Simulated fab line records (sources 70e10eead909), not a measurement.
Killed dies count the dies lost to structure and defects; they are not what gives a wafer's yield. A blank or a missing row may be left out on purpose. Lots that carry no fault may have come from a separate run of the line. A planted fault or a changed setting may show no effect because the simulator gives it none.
Commonality check across tools ; flow nandHarc ; 12 lots and 35 wafers in the sample

## WHY THIS WAS OPENED
Flagged at NHARC_P_GATE_INSPECT_68: reading rawDefectCount, on 1 of 12 lots. Wafers without a fault read 206, standard deviation 76.
Rule: a lot gets a flag if all its wafers with a number sit over 4 standard deviations from that mean, or if no wafer of it has a number. The rest of the lots are taken to be sound.

lot;measured;on;rawDefectCount, wafer by wafer;flag
L603;day 5 23:55;defectInspect-02;194 433 300;
L605;day 6 13:01;defectInspect-01;172 226 162;
L606;day 7 00:25;defectInspect-01;198 169 178;
L608;day 7 21:47;defectInspect-01;182 174 133;
L609;day 8 05:39;defectInspect-02;184 240 257;
L611;day 9 08:13;defectInspect-01;270 327 244;
L612;day 9 15:16;defectInspect-01;193 155 155;
L613;day 9 23:17;defectInspect-01;215 114 207;
L614;day 10 11:14;defectInspect-02;223 150 208;
L615;day 10 17:51;defectInspect-01;1003 1002;FLAGGED
L625;day 15 02:44;defectInspect-02;222 341 216;
L626;day 15 07:07;defectInspect-01;124 186 117;
On average the flagged lots' numbers are 1002, which is +796 against the usual, or +10 standard deviations.

## LOT BY LOT: THE TOOL USED
The record holds 4 process steps before the reading, out of a route of 1302 steps. Each cell gives the tool, then ch followed by the chambers the sampled wafers passed through, then the start.
lot;flag;NHARC_P_GATE_STRIP_111;NHARC_P_GATE_DESCUM_61;NHARC_P_GATE_DEGAS_109;NHARC_P_GATE_SPUTTER_79
L603;;plasmaAsher-02 ch 0,1, day 5 18:05;rieDiel-07 ch 0,2,3, day 5 19:19;pvdSputter-02, day 5 22:58;pvdSputter-02, day 5 23:08
L605;;plasmaAsher-01 ch 1, day 6 07:00;rieDiel-05 ch 1,2,3, day 6 08:24;pvdSputter-01, day 6 12:04;pvdSputter-01, day 6 12:15
L606;;plasmaAsher-01 ch 0,1, day 6 18:43;rieDiel-05 ch 0,1,2, day 6 19:56;pvdSputter-02, day 6 23:28;pvdSputter-02, day 6 23:38
L608;;plasmaAsher-02 ch 0,1, day 7 15:20;rieDiel-05 ch 0,3, day 7 16:38;pvdSputter-01, day 7 20:42;pvdSputter-01, day 7 21:02
L609;;plasmaAsher-02 ch 0,1, day 7 23:46;rieDiel-05 ch 0,2,3, day 8 01:01;pvdSputter-01, day 8 04:41;pvdSputter-01, day 8 04:53
L611;;plasmaAsher-02 ch 0,1, day 9 02:10;rieDiel-10 ch 0,1,3, day 9 03:35;pvdSputter-01, day 9 07:16;pvdSputter-01, day 9 07:26
L612;;plasmaAsher-02 ch 0,1, day 9 09:06;rieDiel-07 ch 2,3, day 9 10:25;pvdSputter-01, day 9 14:14;pvdSputter-01, day 9 14:25
L613;;plasmaAsher-01 ch 0,1, day 9 17:08;rieDiel-07 ch 0,2, day 9 18:31;pvdSputter-02, day 9 22:16;pvdSputter-02, day 9 22:27
L614;;plasmaAsher-01 ch 0,1, day 10 05:28;rieDiel-07 ch 0,1, day 10 06:42;pvdSputter-02, day 10 10:14;pvdSputter-02, day 10 10:26
L615;FLAGGED;plasmaAsher-01 ch 0, day 10 11:52;rieDiel-07 ch 3, day 10 13:04;pvdSputter-02, day 10 16:52;pvdSputter-02, day 10 17:02
L625;;plasmaAsher-01 ch 0,1, day 14 20:44;rieDiel-05 ch 0,3, day 14 22:07;pvdSputter-01, day 15 01:47;pvdSputter-01, day 15 01:59
L626;;plasmaAsher-02 ch 0,1, day 15 01:17;rieDiel-07 ch 0,1,3, day 15 02:29;pvdSputter-03, day 15 06:10;pvdSputter-03, day 15 06:20
These steps, and what they do:
- NHARC_P_GATE_STRIP_111: strips in N2/H2, time 250 s.
- NHARC_P_GATE_DESCUM_61: chemistry O2, time 3 s.
- NHARC_P_GATE_DEGAS_109: time 60 s.
- NHARC_P_GATE_SPUTTER_79: material TiN, target thk 10 nm.
- NHARC_P_GATE_INSPECT_68

## FLAGGED OVER TOTAL, TOOL BY TOOL (the gauges that took the reading come last)
step;tool;lots run;flagged;share of the flagged lots;sound lots run after its first flagged lot
NHARC_P_GATE_STRIP_111;plasmaAsher-01;6;1;all;1 (L625)
NHARC_P_GATE_STRIP_111;plasmaAsher-02;6;0;none;-
NHARC_P_GATE_DESCUM_61;rieDiel-05;5;0;none;-
NHARC_P_GATE_DESCUM_61;rieDiel-07;6;1;all;1 (L626)
NHARC_P_GATE_DESCUM_61;rieDiel-10;1;0;none;-
NHARC_P_GATE_DEGAS_109;pvdSputter-01;6;0;none;-
NHARC_P_GATE_DEGAS_109;pvdSputter-02;5;1;all;0
NHARC_P_GATE_DEGAS_109;pvdSputter-03;1;0;none;-
NHARC_P_GATE_SPUTTER_79;pvdSputter-01;6;0;none;-
NHARC_P_GATE_SPUTTER_79;pvdSputter-02;5;1;all;0
NHARC_P_GATE_SPUTTER_79;pvdSputter-03;1;0;none;-
NHARC_P_GATE_INSPECT_68;defectInspect-01;8;1;all;1 (L626)
NHARC_P_GATE_INSPECT_68;defectInspect-02;4;0;none;-

## WHAT THE TABLE PERMITS
5 rows of the table ran every flagged lot: plasmaAsher-01 at NHARC_P_GATE_STRIP_111, rieDiel-07 at NHARC_P_GATE_DESCUM_61, pvdSputter-02 at NHARC_P_GATE_DEGAS_109, pvdSputter-02 at NHARC_P_GATE_SPUTTER_79, defectInspect-01 at NHARC_P_GATE_INSPECT_68.
- plasmaAsher-01 at NHARC_P_GATE_STRIP_111: 1 of its 6 lots flagged. Lots that were sound ran on it after the first flagged one (L625); a persistent fault on the entire tool would not allow that.
- rieDiel-07 at NHARC_P_GATE_DESCUM_61: 1 of its 6 lots flagged. Lots that were sound ran on it after the first flagged one (L626); a persistent fault on the entire tool would not allow that.
- pvdSputter-02 at NHARC_P_GATE_DEGAS_109: 1 of its 5 lots flagged. It ran its last sound lot, L614, at day 10 10:14 and its first flagged lot, L615, at day 10 16:52: a fault with its onset between the two fits.
- pvdSputter-02 at NHARC_P_GATE_SPUTTER_79: 1 of its 5 lots flagged. It ran its last sound lot, L614, at day 10 10:26 and its first flagged lot, L615, at day 10 17:02: a fault with its onset between the two fits.
- defectInspect-01 at NHARC_P_GATE_INSPECT_68: 1 of its 8 lots flagged. Lots that were sound ran on it after the first flagged one (L626); a persistent fault on the entire tool would not allow that.
Just one tool remains: pvdSputter-02 at NHARC_P_GATE_DEGAS_109 and NHARC_P_GATE_SPUTTER_79.

## WHAT THE SIMULATOR HAD INSERTED
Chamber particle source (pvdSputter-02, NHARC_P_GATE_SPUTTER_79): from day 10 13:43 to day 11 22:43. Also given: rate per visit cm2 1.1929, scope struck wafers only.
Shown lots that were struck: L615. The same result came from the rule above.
